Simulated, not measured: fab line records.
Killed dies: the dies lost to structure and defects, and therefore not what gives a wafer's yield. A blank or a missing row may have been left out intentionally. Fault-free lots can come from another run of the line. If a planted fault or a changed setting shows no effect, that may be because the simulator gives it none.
Chamber matching / flow n5-finfet / N5_BEOL_M3_DEP_57 on pecvd-02 has 3 sister chambers
The step deposits SiCN from 3MS/NH3, target thk 8 nm, time 14 s. 3 wafers are shown with their chamber, then 7 later ones without.

== WAFERS PAIRED WITH THEIR CHAMBERS ==
wafer=L089.1; chamber=0; showerhead-plenum-p-Torr (Torr)=3.684
wafer=L092.1; chamber=2; showerhead-plenum-p-Torr (Torr)=3.678
wafer=L092.2; chamber=1; showerhead-plenum-p-Torr (Torr)=3.671

== WAFERS MISSING THEIR CHAMBER ==
wafer=L092.5; showerhead-plenum-p-Torr (Torr)=3.673
wafer=L096.1; showerhead-plenum-p-Torr (Torr)=3.677
wafer=L096.2; showerhead-plenum-p-Torr (Torr)=3.678
wafer=L096.3; showerhead-plenum-p-Torr (Torr)=3.687
wafer=L097.1; showerhead-plenum-p-Torr (Torr)=3.672
wafer=L097.4; showerhead-plenum-p-Torr (Torr)=3.676
wafer=L097.5; showerhead-plenum-p-Torr (Torr)=3.662

== WHICH CHAMBER EACH ONE RAN IN ==
wafer=L092.5; from the rows above=can't be placed: 1 or 2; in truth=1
wafer=L096.1; from the rows above=can't be placed: 2 or 1 or 0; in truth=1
wafer=L096.2; from the rows above=can't be placed: 2 or 0 or 1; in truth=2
wafer=L096.3; from the rows above=can't be placed: 0 or 2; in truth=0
wafer=L097.1; from the rows above=can't be placed: 1 or 2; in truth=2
wafer=L097.4; from the rows above=can't be placed: 2 or 1 or 0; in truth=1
wafer=L097.5; from the rows above=can't be placed: 1 or 2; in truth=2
Correctly placed: 0 of 7. These rows do not allow placing 7 (true chamber among the candidates in 7). 0 placed wrongly.
How it was worked out, from the rows above alone: a wafer's distance from a chamber is the root of the sum, over the readings, of the square of ((its reading less the chamber's mean) divided by the reading's scatter). If the next closest chamber is less than 2 further off than the closest, the wafer can't be placed; otherwise it belongs to the closest. The mean given for a chamber averages the wafers shown for that chamber. The scatter: with one shown wafer a chamber, the root of the mean of the squares of how far each hidden wafer lies from its nearest shown one.
